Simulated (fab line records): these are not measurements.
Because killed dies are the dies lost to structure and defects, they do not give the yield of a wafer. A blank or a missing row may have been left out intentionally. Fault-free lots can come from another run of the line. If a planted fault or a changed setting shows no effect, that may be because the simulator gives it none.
Which tool is to blame?    flow n5 finfet    Sampling: 7 lots, 20 wafers, 2 of 1938 route steps

== WHAT THE GAUGES SHOWED, per wafer ==
N5_BEOL_M8_INSPECT_58: inspects for defects (darkfield).
lot   measured      on                 raw defect count
L687  day 9 22:49   defect inspect-01  116 69 63
L689  day 10 11:53  defect inspect-02  56 53 44
L693  day 11 02:01  defect inspect-02  92 59 39
L694  day 11 18:34  defect inspect-01  91 92
L701  day 13 05:59  defect inspect-02  54 80 105
L702  day 13 21:16  defect inspect-01  58 68 55
L706  day 14 16:21  defect inspect-02  75 119 88

== WHICH TOOL RAN EACH LOT (tool, then ch and the chambers of the sampled wafers, then the start) ==
lot   N5_BEOL_M8_ANNEAL_51
L687  rtp anneal-02 ch 0, day 9 22:07
L689  rtp anneal-01 ch 0, day 10 11:06
L693  rtp anneal-01 ch 0, day 11 01:16
L694  rtp anneal-02 ch 0, day 11 17:54
L701  rtp anneal-01 ch 0, day 13 05:16
L702  rtp anneal-01 ch 0, day 13 20:31
L706  rtp anneal-02 ch 0, day 14 15:39
- N5_BEOL_M8_ANNEAL_51: time 90 s.

== THE ANSWER, worked out from the rows above alone ==
Rule: what is usual is taken from the lots themselves. The widest of any qualifying gaps counts: lots, ordered by their means at a reading, are off when they make up no more than a third of the lots, leave a main group of 4 or more, and stand apart from it by 3 or more times the standard deviation of that group's means. If all means in a main group match to the digits the tables above print for the reading, that group is not used. Also off: a lot with no number at a reading for which 4 or more lots have one. All remaining lots with rows at the step are treated as sound.
None of the lots is off at any reading shown; this tells nothing.

== WHAT THE SIMULATOR HAD PUT IN ==
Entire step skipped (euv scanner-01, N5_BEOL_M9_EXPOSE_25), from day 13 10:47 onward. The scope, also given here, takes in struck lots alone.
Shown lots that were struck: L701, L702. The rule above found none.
